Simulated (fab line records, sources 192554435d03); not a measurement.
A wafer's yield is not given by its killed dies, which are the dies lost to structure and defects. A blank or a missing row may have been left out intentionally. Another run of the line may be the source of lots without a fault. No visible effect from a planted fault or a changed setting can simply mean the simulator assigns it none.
fab line records	flow n5-finfet
[record] lots = 24	wafers = 72	last-day = 17
route steps=1938 shown SD_EPI_N@287 ILD0@335 SDB@347 DUMMY_REMOVAL@381
lots that met no fault: from a run of the same line without faults
start-h: the number of hours between the record's first day and the start of the first shown wafer of the lot	wait-h: how many hours have passed since the lot's step before this one	" same as the row above	L1.1+2: one row covering several wafers at once	- no value, or no start given	* or withheld: withheld	< > ~ a bound
route shown NAME@n: a module of which the file shows steps, and the number in the route of the first	usual: mean and standard deviation over wafers with no fault	same: alike in all rows	chamber/n: place in a boat	sites: the reading at each site	_std_site: how widely they spread, as a standard deviation	_edge_site: outer sites' mean less inner sites'	radius-mm: how far each site lies from the wafer's centre	mask NAME#n: copy n	behind: tool/chamber where the wafer was last shaped	hold: the reason the lot was held/the length of the hold in hours/how it ended	device: names the non-switching transistor (n, p or np)	end of line: tests of these same wafers at the route's end	where a step has no rows: the recipe by itself	killed: not the wafer's yield, but the dies lost to structure and defects at the first sort	map: shows each die of a wafer: x if killed, . if not, _ if none is there
set.NAME: the run value of the setting; set.NAME@STEP: its run value at that earlier step	model.NAME: the simulator's own value behind a step, which no gauge read
steps of the route over a sample of lots; a table a step, a row a wafer
services: a tool's chamber out of use, with start hour (start-h, from the record's first day; less than 0 if before it), hours out, and reason
[[steps]]
[step N5_SD_EPI_N_VAPOR_ETCH_50]
[recipe] chemistry = HCl	target = Si	temp-c = 775	time-s = 54	pressure-torr = 20	mode = isotropic
[usual] throttle-valve-pct = 11.8/0.62
lot.wafer	tool	chamber	start-h	wait-h	throttle-valve-pct
L074.2	epi-rpcvd-01	0	53.76	0.3	11.2
L074.4	"	0	"	"	11.5
L074.5	"	0	"	"	11.4
L075.1	epi-rpcvd-02	0	55.52	0.4	11.0
L075.2	"	0	"	"	11.3
L075.5	"	0	"	"	11.3
L076.3	epi-rpcvd-04	0	63.81	0.2	12.4
L076.5	"	0	"	"	12.6
L076.6	"	0	"	"	12.5
L077.2	epi-rpcvd-04	0	68.86	0.3	12.7
L077.3	"	0	"	"	12.7
L077.4	"	0	"	"	12.8
L078.2	epi-rpcvd-04	0	76.47	0.3	12.4
L078.3	"	0	"	"	12.5
L078.4	"	0	"	"	12.5
L079.2	epi-rpcvd-01	0	82.78	0.3	11.6
L079.3	"	0	"	"	11.6
L079.6	"	0	"	"	11.2
L080.3	epi-rpcvd-02	0	85.13	0.2	11.0
L080.4	"	0	"	"	11.2
L080.6	"	0	"	"	11.2
L081.3	epi-rpcvd-04	0	93.89	0.2	12.6
L081.4	"	0	"	"	12.7
L081.6	"	0	"	"	12.3
L082.1	epi-rpcvd-01	0	96.88	0.3	11.6
L082.2	"	0	"	"	11.2
L082.3	"	0	"	"	11.2
L083.2	epi-rpcvd-04	0	103.70	0.3	12.6
L083.5	"	0	"	"	12.6
L083.6	"	0	"	"	12.5
L084.2	epi-rpcvd-04	0	109.93	0.3	12.4
L084.3	"	0	"	"	12.4
L084.4	"	0	"	"	12.4
L085.1	epi-rpcvd-02	0	119.64	0.3	11.3
L085.4	"	0	"	"	11.3
L085.5	"	0	"	"	11.3
L086.1	epi-rpcvd-01	0	126.69	0.3	11.6
L086.2	"	0	"	"	11.4
L086.6	"	0	"	"	11.4
L087.1	epi-rpcvd-02	0	134.40	0.3	11.4
L087.2	"	0	"	"	11.2
L087.4	"	0	"	"	11.4
L088.2	epi-rpcvd-04	0	137.10	0.3	12.1
L088.5	"	0	"	"	12.7
L088.6	"	0	"	"	12.5
L089.1	epi-rpcvd-02	0	148.55	0.4	11.2
L089.4	"	0	"	"	11.2
L089.6	"	0	"	"	11.1
L090.1	epi-rpcvd-01	0	156.44	0.3	11.4
L090.3	"	0	"	"	11.6
L090.5	"	0	"	"	11.6
L091.2	epi-rpcvd-04	0	160.39	0.3	12.9
L091.4	"	0	"	"	12.6
L091.6	"	0	"	"	12.5
L092.2	epi-rpcvd-02	0	164.46	0.4	11.3
L092.4	"	0	"	"	11.2
L092.6	"	0	"	"	11.1
L093.2	epi-rpcvd-01	0	166.15	0.4	11.6
L093.3	"	0	"	"	11.4
L093.5	"	0	"	"	11.4
L094.1	epi-rpcvd-04	0	174.23	0.3	12.6
L094.5	"	0	"	"	12.2
L094.6	"	0	"	"	12.4
L095.1	epi-rpcvd-02	0	177.49	0.3	11.3
L095.2	"	0	"	"	11.2
L095.5	"	0	"	"	11.3
L096.2	epi-rpcvd-01	0	185.39	0.4	11.3
L096.4	"	0	"	"	11.1
L096.6	"	0	"	"	11.2
L097.3	epi-rpcvd-04	0	188.60	0.3	12.4
L097.5	"	0	"	"	12.5
L097.6	"	0	"	"	12.7
[step N5_ILD0_LINER_00]
[recipe] material = SiNx	target-thk-a = 40	temp-c = 400	ald-precursor-family = SiH2I2	ald-co-reactant = N2/H2-plasma	pulse-time-s = 1	purge-time-s = 2	co-reactant-purge-time-s = 2	ald-cycles = 80	pressure-torr = 2
[usual] heater-power-w = 881/100	precursor-pulse-height-rel = 0.999/0.02
[same] co-reactant-purge-time-s = 2
lot.wafer	tool	chamber	start-h	wait-h	heater-power-w	precursor-pulse-height-rel
L074.2	ald-sin-02	1	61.44	0.0	773	0.997
L074.4	"	0	"	"	918	0.982
L074.5	"	0	"	"	937	0.967
L075.1	ald-sin-04	3	64.19	0.3	954	0.994
L075.2	"	1	"	"	810	1.012
L075.5	"	1	"	"	816	1.000
L076.3	ald-sin-01	0	71.23	0.0	1120	0.968
L076.5	"	2	"	"	771	0.989
L076.6	"	3	"	"	874	0.988
L077.2	ald-sin-01	0	76.28	0.0	1064	1.017
L077.3	"	1	"	"	830	1.004
L077.4	"	3	"	"	855	1.011
L078.2	ald-sin-02	0	83.78	0.0	925	0.967
L078.3	"	1	"	"	782	1.016
L078.4	"	3	"	"	868	1.044
L079.2	ald-sin-01	0	90.48	0.4	1097	1.024
L079.3	"	1	"	"	839	1.036
L079.6	"	3	"	"	879	0.997
L080.3	ald-sin-04	1	92.82	0.2	829	0.983
L080.4	"	3	"	"	944	0.988
L080.6	"	1	"	"	808	0.986
L081.3	ald-sin-02	2	101.70	0.1	884	1.000
L081.4	"	0	"	"	840	0.990
L081.6	"	1	"	"	769	0.994
L082.1	ald-sin-01	2	105.05	0.0	772	0.992
L082.2	"	0	"	"	1127	0.995
L082.3	"	3	"	"	836	1.044
L083.2	ald-sin-02	1	111.26	0.0	742	0.971
L083.5	"	1	"	"	767	1.003
L083.6	"	2	"	"	892	0.989
L084.2	ald-sin-01	0	117.59	0.0	1088	1.004
L084.3	"	1	"	"	823	0.976
L084.4	"	3	"	"	852	1.017
L085.1	ald-sin-02	3	128.16	0.1	827	0.989
L085.4	"	1	"	"	751	0.999
L085.5	"	2	"	"	893	0.960
L086.1	ald-sin-04	1	135.11	0.0	822	0.987
L086.2	"	2	"	"	908	1.006
L086.6	"	0	"	"	1072	0.992
L087.1	ald-sin-04	3	144.17	0.5	950	0.972
L087.2	"	0	"	"	1065	1.028
L087.4	"	1	"	"	794	1.006
L088.2	ald-sin-02	2	145.01	0.5	885	0.971
L088.5	"	1	"	"	780	1.017
L088.6	"	2	"	"	883	0.991
L089.1	ald-sin-02	2	157.72	0.1	905	1.003
L089.4	"	1	"	"	760	0.977
L089.6	"	2	"	"	872	0.998
L090.1	ald-sin-01	0	163.89	0.1	1091	0.986
L090.3	"	3	"	"	855	1.007
L090.5	"	3	"	"	830	1.028
L091.2	ald-sin-01	1	168.27	0.3	825	0.949
L091.4	"	3	"	"	840	1.028
L091.6	"	0	"	"	1140	1.000
L092.2	ald-sin-01	2	172.69	0.0	766	0.987
L092.4	"	3	"	"	853	1.007
L092.6	"	0	"	"	1150	1.002
L093.2	ald-sin-01	1	174.54	0.0	825	0.982
L093.3	"	0	"	"	1091	1.013
L093.5	"	2	"	"	777	1.048
L094.1	ald-sin-02	1	183.28	1.5	764	0.998
L094.5	"	2	"	"	865	1.027
L094.6	"	3	"	"	834	0.969
L095.1	ald-sin-02	3	186.05	0.1	846	1.002
L095.2	"	2	"	"	882	1.024
L095.5	"	2	"	"	894	0.975
L096.2	ald-sin-04	3	195.88	0.8	950	0.967
L096.4	"	2	"	"	855	0.985
L096.6	"	0	"	"	1007	1.009
L097.3	ald-sin-01	3	197.89	0.0	846	1.022
L097.5	"	3	"	"	862	0.996
L097.6	"	0	"	"	1086	1.032
[step N5_SDB_HM_DEP_00]
[recipe] material = SiNx	target-thk-a = 400	temp-c = 400	precursor = SiH4/NH3/N2	pressure-torr = 1.5	rf-w = 300	time-s = 35.3
[usual] heater-power-w = 768/81	showerhead-plenum-p-Torr = 5.13/0.059	throttle-valve-pct = 40.5/2.3
lot.wafer	tool	chamber	start-h	wait-h	heater-power-w	showerhead-plenum-p-Torr	throttle-valve-pct
L074.2	pecvd-01	1	68.13	0.0	708	5.21	39.7
L074.4	"	1	"	"	716	5.20	39.5
L074.5	"	0	"	"	730	5.17	37.7
L075.1	pecvd-04	0	70.46	0.0	881	5.08	43.1
L075.2	"	2	"	"	847	5.05	37.6
L075.5	"	1	"	"	720	5.21	41.8
L076.3	pecvd-04	2	77.52	0.0	827	5.07	37.5
L076.5	"	2	"	"	812	5.06	37.8
L076.6	"	0	"	"	808	5.07	43.4
L077.2	pecvd-04	2	82.54	0.0	727	5.07	37.9
L077.3	"	0	"	"	797	5.06	43.1
L077.4	"	1	"	"	773	5.22	42.0
L078.2	pecvd-02	2	90.35	0.0	717	5.05	43.1
L078.3	"	1	"	"	736	5.17	42.4
L078.4	"	1	"	"	741	5.17	42.2
L079.2	pecvd-02	1	96.79	0.0	632	5.17	42.3
L079.3	"	0	"	"	842	5.16	37.1
L079.6	"	0	"	"	850	5.15	37.0
L080.3	pecvd-01	0	99.58	0.0	718	5.18	38.0
L080.4	"	1	"	"	698	5.21	39.6
L080.6	"	2	"	"	683	5.12	38.7
L081.3	pecvd-02	0	108.12	0.0	944	5.15	37.0
L081.4	"	2	"	"	737	5.05	43.1
L081.6	"	1	"	"	756	5.17	42.4
L082.1	pecvd-02	0	111.31	0.0	955	5.16	37.4
L082.2	"	1	"	"	781	5.16	42.0
L082.3	"	2	"	"	707	5.07	42.9
L083.2	pecvd-04	0	117.52	0.0	801	5.07	43.2
L083.5	"	1	"	"	799	5.21	42.1
L083.6	"	2	"	"	843	5.07	38.2
L084.2	pecvd-04	2	123.89	0.0	811	5.06	38.1
L084.3	"	1	"	"	760	5.21	41.9
L084.4	"	0	"	"	824	5.08	43.1
L085.1	pecvd-02	2	134.43	0.0	729	5.05	43.2
L085.4	"	2	"	"	738	5.06	43.1
L085.5	"	0	"	"	913	5.16	37.4
L086.1	pecvd-04	2	141.37	0.0	769	5.08	37.6
L086.2	"	0	"	"	831	5.07	43.2
L086.6	"	2	"	"	782	5.08	37.8
L087.1	pecvd-02	2	150.44	0.0	699	5.06	43.3
L087.2	"	1	"	"	765	5.17	42.2
L087.4	"	1	"	"	745	5.16	42.1
L088.2	pecvd-04	2	151.27	0.0	759	5.06	37.9
L088.5	"	0	"	"	776	5.06	43.3
L088.6	"	2	"	"	773	5.09	38.0
L089.1	pecvd-02	1	164.00	0.0	723	5.17	42.1
L089.4	"	2	"	"	695	5.06	43.1
L089.6	"	0	"	"	811	5.15	37.4
L090.1	pecvd-01	2	170.47	0.0	663	5.10	38.7
L090.3	"	1	"	"	675	5.21	39.8
L090.5	"	2	"	"	639	5.12	38.9
L091.2	pecvd-01	0	174.53	0.0	757	5.17	37.8
L091.4	"	1	"	"	640	5.19	39.5
L091.6	"	2	"	"	677	5.12	39.2
L092.2	pecvd-04	1	178.95	0.0	727	5.21	41.9
L092.4	"	1	"	"	729	5.21	41.9
L092.6	"	0	"	"	848	5.06	43.2
L093.2	pecvd-01	0	181.16	0.0	657	5.18	37.9
L093.3	"	1	"	"	683	5.21	39.5
L093.5	"	1	"	"	697	5.21	39.7
L094.1	pecvd-02	0	189.54	0.0	867	5.16	37.4
L094.5	"	0	"	"	864	5.16	37.2
L094.6	"	1	"	"	710	5.18	42.1
L095.1	pecvd-04	2	192.31	0.0	743	5.08	38.0
L095.2	"	0	"	"	844	5.06	43.3
L095.5	"	0	"	"	858	5.06	43.2
L096.2	pecvd-02	1	202.51	0.0	789	5.16	42.2
L096.4	"	0	"	"	960	5.17	37.3
L096.6	"	0	"	"	941	5.15	37.6
L097.3	pecvd-04	2	204.60	0.0	798	5.07	38.1
L097.5	"	0	"	"	885	5.06	43.4
L097.6	"	2	"	"	797	5.08	37.9
[step N5_SDB_ALD_29]
[recipe] material = SiNx	target-thk-a = 300	temp-c = 400	ald-precursor-family = SiH2I2	ald-co-reactant = N2/H2-plasma	pulse-time-s = 1	ald-cycles = 600	purge-time-s = 2	co-reactant-purge-time-s = 2	pressure-torr = 2
[usual] heater-power-w = 872/110	precursor-pulse-height-rel = 0.996/0.02
[same] co-reactant-purge-time-s = 2
lot.wafer	tool	chamber	start-h	wait-h	heater-power-w	precursor-pulse-height-rel
L074.2	ald-sin-03	1	69.59	0.0	815	0.992
L074.4	"	2	"	"	867	0.980
L074.5	"	3	70.94	1.4	784	1.005
L075.1	ald-sin-02	0	71.94	0.2	954	0.998
L075.2	"	3	"	"	900	1.013
L075.5	"	1	73.29	1.5	771	1.009
L076.3	ald-sin-03	3	78.91	0.1	810	0.964
L076.5	"	0	80.26	1.4	841	0.990
L076.6	"	3	"	"	806	1.023
L077.2	ald-sin-02	1	84.60	0.1	801	0.968
L077.3	"	2	"	"	858	0.981
L077.4	"	3	"	"	881	0.975
L078.2	ald-sin-01	2	91.57	0.0	776	1.011
L078.3	"	0	"	"	1116	0.979
L078.4	"	3	"	"	857	1.023
L079.2	ald-sin-01	3	98.08	0.0	820	1.002
L079.3	"	2	"	"	742	1.035
L079.6	"	1	99.44	1.4	855	0.974
L080.3	ald-sin-02	3	105.99	0.3	852	0.974
L080.4	"	1	"	"	754	1.002
L080.6	"	3	107.34	1.7	824	0.999
L081.3	ald-sin-01	0	109.33	0.0	1111	0.994
L081.4	"	1	"	"	826	0.967
L081.6	"	3	110.68	1.4	867	1.011
L082.1	ald-sin-03	3	112.64	0.0	795	1.005
L082.2	"	0	"	"	860	1.009
L082.3	"	2	"	"	865	1.022
L083.2	ald-sin-02	1	118.84	0.0	764	0.995
L083.5	"	2	120.19	1.4	897	1.012
L083.6	"	1	"	"	754	0.950
L084.2	ald-sin-01	1	126.40	0.0	824	0.977
L084.3	"	3	"	"	875	1.025
L084.4	"	0	"	"	1116	0.991
L085.1	ald-sin-01	0	135.78	0.0	1103	0.979
L085.4	"	3	"	"	843	1.003
L085.5	"	2	137.14	1.4	776	1.028
L086.1	ald-sin-01	1	143.00	0.0	837	1.020
L086.2	"	2	"	"	766	0.984
L086.6	"	1	144.35	1.4	840	1.017
L087.1	ald-sin-01	3	152.68	0.0	864	1.002
L087.2	"	1	"	"	817	0.996
L087.4	"	2	"	"	770	1.032
L088.2	ald-sin-02	3	152.74	0.0	845	0.971
L088.5	"	3	154.09	1.4	845	0.975
L088.6	"	0	"	"	855	1.013
L089.1	ald-sin-01	1	165.57	0.0	830	0.999
L089.4	"	3	"	"	836	0.987
L089.6	"	0	166.92	1.4	1131	0.974
L090.1	ald-sin-02	3	171.78	0.1	848	0.988
L090.3	"	1	"	"	776	1.000
L090.5	"	1	173.13	1.5	777	0.978
L091.2	ald-sin-01	1	175.86	0.0	830	0.978
L091.4	"	0	"	"	1127	1.017
L091.6	"	2	177.22	1.4	769	1.015
L092.2	ald-sin-01	2	180.66	0.4	775	0.990
L092.4	"	3	"	"	832	1.006
L092.6	"	0	182.01	1.8	1098	0.999
L093.2	ald-sin-01	0	183.46	0.6	1096	0.984
L093.3	"	3	"	"	847	1.029
L093.5	"	0	184.81	2.0	1116	1.000
L094.1	ald-sin-01	1	191.31	0.1	853	1.017
L094.5	"	3	192.66	1.5	862	1.025
L094.6	"	2	"	"	776	0.964
L095.1	ald-sin-02	0	193.66	0.0	877	0.977
L095.2	"	3	"	"	828	0.963
L095.5	"	3	195.01	1.4	834	1.001
L096.2	ald-sin-01	2	204.39	0.1	765	0.978
L096.4	"	0	205.74	1.4	1132	0.989
L096.6	"	2	"	"	773	0.994
L097.3	ald-sin-03	2	205.94	0.0	871	0.989
L097.5	"	2	207.29	1.4	886	1.015
L097.6	"	3	"	"	787	1.017
[step N5_SDB_INSPECT_36]
[recipe] inspect-instrument = darkfield	mode = post-cmp
[usual] raw-defect-count = 37/19
lot.wafer	tool	chamber	start-h	wait-h	raw-defect-count
L074.2	defect-inspect-01	-	72.64	0.0	16
L074.4	"	-	"	"	35
L074.5	"	-	"	"	111
L075.1	defect-inspect-01	-	74.99	0.0	42
L075.2	"	-	"	"	44
L075.5	"	-	"	"	76
L076.3	defect-inspect-01	-	81.96	0.0	56
L076.5	"	-	"	"	23
L076.6	"	-	"	"	39
L077.2	defect-inspect-02	-	87.65	0.0	26
L077.3	"	-	"	"	29
L077.4	"	-	"	"	25
L078.2	defect-inspect-01	-	94.63	0.0	16
L078.3	"	-	"	"	40
L078.4	"	-	"	"	27
L079.2	defect-inspect-01	-	101.14	0.0	61
L079.3	"	-	"	"	33
L079.6	"	-	"	"	82
L080.3	defect-inspect-01	-	109.05	0.0	20
L080.4	"	-	"	"	16
L080.6	"	-	"	"	17
L081.3	defect-inspect-01	-	112.38	0.0	12
L081.4	"	-	"	"	35
L081.6	"	-	"	"	11
L082.1	defect-inspect-01	-	115.69	0.0	32
L082.2	"	-	"	"	69
L082.3	"	-	"	"	85
L083.2	defect-inspect-02	-	122.10	0.0	38
L083.5	"	-	"	"	15
L083.6	"	-	"	"	60
L084.2	defect-inspect-01	-	129.47	0.0	38
L084.3	"	-	"	"	81
L084.4	"	-	"	"	36
L085.1	defect-inspect-01	-	138.85	0.0	34
L085.4	"	-	"	"	26
L085.5	"	-	"	"	39
L086.1	defect-inspect-01	-	146.06	0.0	23
L086.2	"	-	"	"	29
L086.6	"	-	"	"	31
L087.1	defect-inspect-01	-	155.73	0.0	16
L087.2	"	-	"	"	36
L087.4	"	-	"	"	21
L088.2	defect-inspect-01	-	155.87	0.0	31
L088.5	"	-	"	"	36
L088.6	"	-	"	"	30
L089.1	defect-inspect-02	-	168.62	0.0	22
L089.4	"	-	"	"	27
L089.6	"	-	"	"	13
L090.1	defect-inspect-01	-	174.83	0.0	25
L090.3	"	-	"	"	26
L090.5	"	-	"	"	56
L091.2	defect-inspect-01	-	178.92	0.0	35
L091.4	"	-	"	"	23
L091.6	"	-	"	"	20
L092.2	defect-inspect-01	-	183.71	0.0	25
L092.4	"	-	"	"	41
L092.6	"	-	"	"	45
L093.2	defect-inspect-01	-	186.52	0.0	28
L093.3	"	-	"	"	22
L093.5	"	-	"	"	37
L094.1	defect-inspect-01	-	194.36	0.0	60
L094.5	"	-	"	"	52
L094.6	"	-	"	"	56
L095.1	defect-inspect-02	-	196.74	0.0	34
L095.2	"	-	"	"	49
L095.5	"	-	"	"	65
L096.2	defect-inspect-02	-	207.44	0.0	35
L096.4	"	-	"	"	29
L096.6	"	-	"	"	45
L097.3	defect-inspect-01	-	208.99	0.0	37
L097.5	"	-	"	"	68
L097.6	"	-	"	"	46
[step N5_DUMMY_REMOVAL_INSPECT_06]
[recipe] inspect-instrument = brightfield	mode = aei
[usual] raw-defect-count = 12/5.3
lot.wafer	tool	chamber	start-h	wait-h	raw-defect-count
L074.2	defect-inspect-02	-	73.10	0.0	9
L074.4	"	-	"	"	9
L074.5	"	-	"	"	12
L075.1	defect-inspect-02	-	75.23	0.0	20
L075.2	"	-	"	"	12
L075.5	"	-	"	"	14
L076.3	defect-inspect-01	-	82.19	0.0	7
L076.5	"	-	"	"	16
L076.6	"	-	"	"	12
L077.2	defect-inspect-01	-	87.88	0.0	22
L077.3	"	-	"	"	7
L077.4	"	-	"	"	9
L078.2	defect-inspect-01	-	94.86	0.0	5
L078.3	"	-	"	"	10
L078.4	"	-	"	"	6
L079.2	defect-inspect-02	-	101.37	0.0	19
L079.3	"	-	"	"	20
L079.6	"	-	"	"	14
L080.3	defect-inspect-02	-	109.28	0.0	15
L080.4	"	-	"	"	11
L080.6	"	-	"	"	6
L081.3	defect-inspect-02	-	112.61	0.0	11
L081.4	"	-	"	"	9
L081.6	"	-	"	"	13
L082.1	defect-inspect-01	-	115.98	0.0	11
L082.2	"	-	"	"	15
L082.3	"	-	"	"	15
L083.2	defect-inspect-02	-	122.33	0.0	7
L083.5	"	-	"	"	2
L083.6	"	-	"	"	15
L084.2	defect-inspect-02	-	129.77	0.0	13
L084.3	"	-	"	"	11
L084.4	"	-	"	"	4
L085.1	defect-inspect-02	-	139.23	0.0	8
L085.4	"	-	"	"	11
L085.5	"	-	"	"	8
L086.1	defect-inspect-01	-	146.38	0.0	13
L086.2	"	-	"	"	14
L086.6	"	-	"	"	11
L087.1	defect-inspect-02	-	155.97	0.0	4
L087.2	"	-	"	"	9
L087.4	"	-	"	"	7
L088.2	defect-inspect-02	-	156.10	0.0	7
L088.5	"	-	"	"	7
L088.6	"	-	"	"	8
L089.1	defect-inspect-02	-	168.85	0.0	11
L089.4	"	-	"	"	8
L089.6	"	-	"	"	14
L090.1	defect-inspect-01	-	175.18	0.0	7
L090.3	"	-	"	"	4
L090.5	"	-	"	"	18
L091.2	defect-inspect-02	-	179.16	0.0	17
L091.4	"	-	"	"	22
L091.6	"	-	"	"	14
L092.2	defect-inspect-02	-	183.99	0.0	16
L092.4	"	-	"	"	11
L092.6	"	-	"	"	25
L093.2	defect-inspect-02	-	186.83	0.0	18
L093.3	"	-	"	"	26
L093.5	"	-	"	"	20
L094.1	defect-inspect-02	-	194.59	0.0	24
L094.5	"	-	"	"	18
L094.6	"	-	"	"	5
L095.1	defect-inspect-01	-	197.03	0.0	7
L095.2	"	-	"	"	15
L095.5	"	-	"	"	8
L096.2	defect-inspect-01	-	207.72	0.0	11
L096.4	"	-	"	"	22
L096.6	"	-	"	"	16
L097.3	defect-inspect-01	-	209.22	0.0	6
L097.5	"	-	"	"	7
L097.6	"	-	"	"	15
[[services]]
tool	chamber	start-h	hours	kind
pecvd-01	2	29.79	15.9	repair
pecvd-04	0	32.75	15.6	repair
pecvd-04	-	41.80	2.6	repair
ald-sin-02	2	43.84	3.8	repair
ald-sin-02	-	46.94	2.8	pm
pecvd-02	0	47.52	5.6	repair
ald-sin-04	-	51.51	0.8	pm
pecvd-02	-	53.43	14.6	pm
pecvd-02	-	71.86	0.6	repair
ald-sin-02	-	87.31	14.0	pm
pecvd-01	-	87.33	2.8	pm
pecvd-01	-	97.37	1.8	repair
pecvd-04	-	102.10	2.8	pm
pecvd-02	-	132.37	0.5	repair
epi-rpcvd-02	-	138.81	0.6	repair
pecvd-02	-	153.19	2.8	pm
ald-sin-01	3	156.05	4.9	repair
epi-rpcvd-01	-	170.66	4.3	repair
pecvd-02	0	174.57	9.4	repair
pecvd-04	0	180.42	6.5	repair
pecvd-02	-	195.94	0.3	repair
epi-rpcvd-04	-	198.81	0.7	repair
ald-sin-01	1	201.62	27.1	repair
pecvd-04	-	204.84	5.5	pm
[[key]]
fault none
